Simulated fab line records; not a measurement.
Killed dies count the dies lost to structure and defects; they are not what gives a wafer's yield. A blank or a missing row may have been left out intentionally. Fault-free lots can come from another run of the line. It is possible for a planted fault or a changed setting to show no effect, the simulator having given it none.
Chamber matching	flow n5_finfet	N5_HKMG_FIN_ALD_74 on ald_hk-01: 4 sister chambers
The step deposits La2O3, target thk 0.5 nm, pulse time 6 s, co reactant pulse time 1 s. 18 wafers are shown with their chamber, then 9 later ones without.

== WAFERS WITH THEIR CHAMBER ==
wafer	chamber	heater_power_w (W)	precursor_pulse_height_rel
L075.1	2	302	0.983
L075.5	2	300	0.977
L075.6	1	330	1.010
L076.1	3	392	1.052
L076.3	1	336	1.037
L076.5	3	390	0.996
L082.1	1	335	0.989
L082.2	0	361	1.023
L082.5	3	393	0.979
L083.2	0	354	0.958
L083.5	1	329	1.019
L083.6	2	297	0.998
L084.1	2	301	1.010
L084.5	0	358	1.004
L084.6	3	388	0.993
L085.2	1	346	0.973
L085.3	0	363	1.006
L085.5	3	392	0.986

SIGNATURES (averages over the wafers above)
reading	chamber 0	chamber 1	chamber 2	chamber 3	scatter within a chamber
heater_power_w	359.00	335.20	300.00	391.00	4.3
precursor_pulse_height_rel	0.99775	1.00560	0.99200	1.00120	0.0252
Rule: distance of a wafer from a chamber = root of the sum over the readings of ((wafer's reading minus chamber's mean) / reading's scatter) squared. If the next closest chamber is less than 2 further off than the closest, the wafer can't be placed; otherwise it belongs to the closest. The scatter: the root of (the sum of the squares of (reading less its chamber's mean) over the shown wafers, divided by (wafers less chambers)).

== WAFERS WITHOUT THEIR CHAMBER ==
wafer	heater_power_w (W)	precursor_pulse_height_rel
L087.2	311	1.016
L087.3	362	1.033
L087.5	309	0.980
L093.1	334	0.992
L093.4	404	1.021
L093.5	332	1.011
L094.2	399	1.000
L094.4	306	1.001
L094.5	393	1.009

== CHAMBER TAKEN BY EACH ==
wafer	from the rows above	in truth
L087.2	2	2
L087.3	0	0
L087.5	2	2
L093.1	1	1
L093.4	3	3
L093.5	1	1
L094.2	3	3
L094.4	2	2
L094.5	3	3
Placed correctly: 9 of 9. Left unplaced by these rows: 0. 0 placed wrongly.
